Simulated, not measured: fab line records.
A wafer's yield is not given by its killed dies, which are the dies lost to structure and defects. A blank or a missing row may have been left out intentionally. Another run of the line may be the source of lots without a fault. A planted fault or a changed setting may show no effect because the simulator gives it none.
Lot-split experiment || flow n5Finfet || 21 wafers read across 7 lots, on a route 1938 steps long

## THE SPLIT ITSELF
At N5_BEOL_M11_DESCUM_16 (chemistry O2, time 7.9 s), the setting timeS was moved away from the recipe's 7.9 s on 7 of the 21 wafers read, by -15.0% to +19.9%. The other wafers ran this setting at the recipe's value.

No step appears in the file between the split and the reading.

## THE READING
CAR-ArF_of_BEOL_M11_COAT_05.thkNm (the simulator's own value, which no gauge read), in nm, at N5_BEOL_M11_ETCH_61 (etches SiARC in CF4, target depth 39 nm, time 65 s). There is no usual value for it anywhere in the file. Here, 14 wafers ran the recipe; their average is 55.5 nm with a standard deviation of 0.36 nm.

{"wafer": "L074.1", "tool, chamber at the split": "rieDiel-01, 1", "timeS as run, s": 8.757, "against the recipe": "+10.8%", "CAR-ArF_of_BEOL_M11_COAT_05.thkNm, nm": 55, "against lot-mates on the recipe": -0.6}
{"wafer": "L074.2", "tool, chamber at the split": "rieDiel-01, 2", "timeS as run, s": 7.9, "against the recipe": "recipe", "CAR-ArF_of_BEOL_M11_COAT_05.thkNm, nm": 55.6, "against lot-mates on the recipe": "-"}
{"wafer": "L074.4", "tool, chamber at the split": "rieDiel-01, 0", "timeS as run, s": 8.757, "against the recipe": "+10.8%", "CAR-ArF_of_BEOL_M11_COAT_05.thkNm, nm": 55.2, "against lot-mates on the recipe": -0.4}
{"wafer": "L076.1", "tool, chamber at the split": "rieDiel-01, 0", "timeS as run, s": 8.402, "against the recipe": "+6.4%", "CAR-ArF_of_BEOL_M11_COAT_05.thkNm, nm": 55.2, "against lot-mates on the recipe": -0.1}
{"wafer": "L076.3", "tool, chamber at the split": "rieDiel-01, 1", "timeS as run, s": 7.9, "against the recipe": "recipe", "CAR-ArF_of_BEOL_M11_COAT_05.thkNm, nm": 55.2, "against lot-mates on the recipe": "-"}
{"wafer": "L076.4", "tool, chamber at the split": "rieDiel-01, 3", "timeS as run, s": 7.9, "against the recipe": "recipe", "CAR-ArF_of_BEOL_M11_COAT_05.thkNm, nm": 55.4, "against lot-mates on the recipe": "-"}
{"wafer": "L078.2", "tool, chamber at the split": "rieDiel-01, 1,2", "timeS as run, s": 9.469, "against the recipe": "+19.9%", "CAR-ArF_of_BEOL_M11_COAT_05.thkNm, nm": 54.2, "against lot-mates on the recipe": -1.0}
{"wafer": "L078.4", "tool, chamber at the split": "rieDiel-01, 1,2", "timeS as run, s": 9.469, "against the recipe": "+19.9%", "CAR-ArF_of_BEOL_M11_COAT_05.thkNm, nm": 54.2, "against lot-mates on the recipe": -1.0}
{"wafer": "L078.3", "tool, chamber at the split": "rieDiel-01, 0", "timeS as run, s": 7.9, "against the recipe": "recipe", "CAR-ArF_of_BEOL_M11_COAT_05.thkNm, nm": 55.2, "against lot-mates on the recipe": "-"}
{"wafer": "L082.3", "tool, chamber at the split": "rieDiel-03, 1", "timeS as run, s": 7.9, "against the recipe": "recipe", "CAR-ArF_of_BEOL_M11_COAT_05.thkNm, nm": 56.2, "against lot-mates on the recipe": "-"}
{"wafer": "L082.5", "tool, chamber at the split": "rieDiel-03, 0,1", "timeS as run, s": 7.9, "against the recipe": "recipe", "CAR-ArF_of_BEOL_M11_COAT_05.thkNm, nm": 56, "against lot-mates on the recipe": "-"}
{"wafer": "L082.6", "tool, chamber at the split": "rieDiel-03, 0,1", "timeS as run, s": 7.9, "against the recipe": "recipe", "CAR-ArF_of_BEOL_M11_COAT_05.thkNm, nm": 56, "against lot-mates on the recipe": "-"}
{"wafer": "L090.1", "tool, chamber at the split": "rieDiel-03, 3,1", "timeS as run, s": 7.9, "against the recipe": "recipe", "CAR-ArF_of_BEOL_M11_COAT_05.thkNm, nm": 55.4, "against lot-mates on the recipe": "-"}
{"wafer": "L090.4", "tool, chamber at the split": "rieDiel-03, 3,1", "timeS as run, s": 7.9, "against the recipe": "recipe", "CAR-ArF_of_BEOL_M11_COAT_05.thkNm, nm": 55.2, "against lot-mates on the recipe": "-"}
{"wafer": "L090.6", "tool, chamber at the split": "rieDiel-03, 0", "timeS as run, s": 7.9, "against the recipe": "recipe", "CAR-ArF_of_BEOL_M11_COAT_05.thkNm, nm": 55, "against lot-mates on the recipe": "-"}
{"wafer": "L089.1", "tool, chamber at the split": "rieDiel-03, 0", "timeS as run, s": 7.9, "against the recipe": "recipe", "CAR-ArF_of_BEOL_M11_COAT_05.thkNm, nm": 55.2, "against lot-mates on the recipe": "-"}
{"wafer": "L089.5", "tool, chamber at the split": "rieDiel-03, 0", "timeS as run, s": 7.9, "against the recipe": "recipe", "CAR-ArF_of_BEOL_M11_COAT_05.thkNm, nm": 55.2, "against lot-mates on the recipe": "-"}
{"wafer": "L089.2", "tool, chamber at the split": "rieDiel-03, 1", "timeS as run, s": 7.092, "against the recipe": "-10.2%", "CAR-ArF_of_BEOL_M11_COAT_05.thkNm, nm": 55.6, "against lot-mates on the recipe": "+0.4"}
{"wafer": "L094.2", "tool, chamber at the split": "rieDiel-01, 0", "timeS as run, s": 6.718, "against the recipe": "-15.0%", "CAR-ArF_of_BEOL_M11_COAT_05.thkNm, nm": 56.6, "against lot-mates on the recipe": "+0.9"}
{"wafer": "L094.4", "tool, chamber at the split": "rieDiel-01, 1", "timeS as run, s": 7.9, "against the recipe": "recipe", "CAR-ArF_of_BEOL_M11_COAT_05.thkNm, nm": 55.8, "against lot-mates on the recipe": "-"}
{"wafer": "L094.5", "tool, chamber at the split": "rieDiel-01, 1", "timeS as run, s": 7.9, "against the recipe": "recipe", "CAR-ArF_of_BEOL_M11_COAT_05.thkNm, nm": 55.6, "against lot-mates on the recipe": "-"}
When a row names more than one chamber, that row covers several wafers, and the file does not tell which wafer ran in which chamber.

THE FIT
A straight line over all 21 wafers: CAR-ArF_of_BEOL_M11_COAT_05.thkNm changes by -0.0571 nm for each +1% of timeS; r = -0.81; the points scatter about the line by 0.35 nm.
The same after taking each lot's own level away (the mean of its wafers on the recipe; 21 wafers): -0.0498 nm for each +1%; r = -0.96; scatter 0.11 nm.
According to that fit, moving timeS by its largest amount changes the reading by 0.99 nm.
From 55.20 to 56.07 nm: that is the span of the lots' own levels, equal to 2.4 times the standard deviation above.
So the lot-to-lot level changes the slope: the two fits differ.
Check: -0.964 nm against its lot-mates is what the line predicts for one of the wafers moved furthest among these (+19.9%) when that wafer is left out of the fit. It came out at -1 nm against them.

## THE OTHER SPLITS THESE WAFERS WENT THROUGH
Note: prior to the reading, these wafers also went through further splits. Each is held against what the fit with the lots' levels taken away leaves over:
{"other split on the same wafers": "N5_BEOL_M7_COAT_60 spinRpm", "wafers away from the commonest value": 6, "r with CAR-ArF_of_BEOL_M11_COAT_05.thkNm (lot level and that fit taken away)": "+0.34"}
{"other split on the same wafers": "N5_BEOL_M7_VIA_ETCH_34 sourceW", "wafers away from the commonest value": 6, "r with CAR-ArF_of_BEOL_M11_COAT_05.thkNm (lot level and that fit taken away)": "+0.03"}
{"other split on the same wafers": "N5_BEOL_M7_TRENCH_ETCH_37 timeS", "wafers away from the commonest value": 6, "r with CAR-ArF_of_BEOL_M11_COAT_05.thkNm (lot level and that fit taken away)": "+0.17"}
{"other split on the same wafers": "N5_BEOL_M8_ALD_77 aldCycles", "wafers away from the commonest value": 7, "r with CAR-ArF_of_BEOL_M11_COAT_05.thkNm (lot level and that fit taken away)": "+0.19"}
{"other split on the same wafers": "N5_BEOL_M9_ETCH_62 timeS", "wafers away from the commonest value": 6, "r with CAR-ArF_of_BEOL_M11_COAT_05.thkNm (lot level and that fit taken away)": "+0.20"}

## THE WHOLE CHAIN: every reading that the file lists as answering this split, in the file's order
{"step": "N5_BEOL_M11_DESCUM_16", "what it does": "chemistry O2, time 7.9 s", "reading": "CAR-ArF_of_BEOL_M11_COAT_05.thkNm (the simulator's own value, which no gauge read)", "change (the file's fit)": "-0.0452 nm for each +1% of the setting", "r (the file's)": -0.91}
{"step": "N5_BEOL_M11_ETCH_61", "what it does": "etches SiARC in CF4, target depth 39 nm, time 65 s", "reading": "CAR-ArF_of_BEOL_M11_COAT_05.thkNm (the simulator's own value, which no gauge read)", "change (the file's fit)": "-0.0494 nm for each +1% of the setting", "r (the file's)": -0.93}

## THE FILE'S OWN FIT
CAR-ArF_of_BEOL_M11_COAT_05.thkNm changes by -0.0494 nm for each +1% of timeS, r = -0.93.
